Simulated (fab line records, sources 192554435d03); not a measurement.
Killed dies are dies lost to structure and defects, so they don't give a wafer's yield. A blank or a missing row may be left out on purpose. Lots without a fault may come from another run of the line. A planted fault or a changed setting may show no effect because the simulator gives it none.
Chamber matching | flow n5_finfet | N5_BEOL_M0_SAQP_ETCH_106 on rie_diel-02: 4 sister chambers
The step etches SOC in N2/H2, stops on SiNx, target depth 150 nm. 4 wafers are shown with their chamber, then 10 later ones without.

WAFERS WITH THEIR CHAMBER
wafer  | chamber | showerhead_plenum_p_Torr (Torr)
L081.3 | 0       | 2.63
L085.5 | 1       | 2.50
L084.3 | 2       | 2.55
L084.4 | 3       | 2.41

WAFERS WITHOUT THEIR CHAMBER
wafer  | showerhead_plenum_p_Torr (Torr)
L084.5 | 2.55
L091.3 | 2.55
L091.5 | 2.41
L091.6 | 2.62
L096.1 | 2.49
L096.2 | 2.54
L096.5 | 2.54
L097.2 | 2.49
L097.3 | 2.62
L097.5 | 2.40

WHICH CHAMBER EACH WENT THROUGH
wafer  | from the rows above | in truth
L084.5 | 2                   | 2
L091.3 | 2                   | 2
L091.5 | 3                   | 3
L091.6 | 0                   | 0
L096.1 | 1                   | 1
L096.2 | 2                   | 2
L096.5 | 2                   | 2
L097.2 | 1                   | 1
L097.3 | 0                   | 0
L097.5 | 3                   | 3
Placed correctly: 10 of 10. Can't be placed from these rows: 0. Placed wrongly: 0.
How it was worked out, from the rows above alone: a wafer's distance from a chamber is the root of the sum, over the readings, of the square of ((its reading less the chamber's mean) divided by the reading's scatter). The wafer belongs to the nearest chamber; if the next one is less than 2 further off, it can't be placed. A chamber's mean is the mean of its shown wafers. The scatter: with one shown wafer a chamber, the root of the mean of the squares of how far each hidden wafer lies from its nearest shown one.
